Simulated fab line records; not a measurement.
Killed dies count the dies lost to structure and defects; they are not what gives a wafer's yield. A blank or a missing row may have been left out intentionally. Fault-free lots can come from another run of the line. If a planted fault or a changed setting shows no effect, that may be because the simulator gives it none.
Chamber matching    flow n5Finfet    N5_BEOL_M6_ETCH_65 on rieDiel-06 has 4 sister chambers
The step etches SiARC in CF4, target depth 15.6 nm, time 26 s. 4 wafers are shown with their chamber, then 10 later ones without.

WAFERS PAIRED WITH THEIR CHAMBERS
wafer   chamber  showerheadPlenumPTorr (Torr)
L093.1  0        2.23
L093.2  1        2.06
L093.4  3        2.24
L093.5  2        2.16

WAFERS WHOSE CHAMBER IS MISSING
wafer   showerheadPlenumPTorr (Torr)
L093.6  2.24
L092.2  2.23
L092.3  2.24
L092.4  2.16
L096.2  2.05
L096.3  2.24
L096.6  2.23
L097.1  2.23
L097.3  2.05
L097.4  2.15

WHICH CHAMBER EACH ONE RAN IN
wafer   from the rows above      in truth
L093.6  can't be placed: 3 or 0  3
L092.2  can't be placed: 0 or 3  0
L092.3  can't be placed: 3 or 0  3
L092.4  2                        2
L096.2  1                        1
L096.3  can't be placed: 3 or 0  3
L096.6  can't be placed: 0 or 3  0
L097.1  can't be placed: 0 or 3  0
L097.3  1                        1
L097.4  2                        2
Correct placement for 4 of the 10. Can't be placed from these rows: 6 (the true chamber is among the candidates in 6). Number placed wrongly: 0.
How it was worked out, from the rows above alone: a wafer's distance from a chamber is the root of the sum, over the readings, of the square of ((its reading less the chamber's mean) divided by the reading's scatter). The wafer belongs to the nearest chamber; if the next one is less than 2 further off, it can't be placed. The mean given for a chamber averages the wafers shown for that chamber. The scatter (one wafer shown for each chamber): square how far every hidden wafer sits from the nearest shown wafer, average those squares and take the square root.
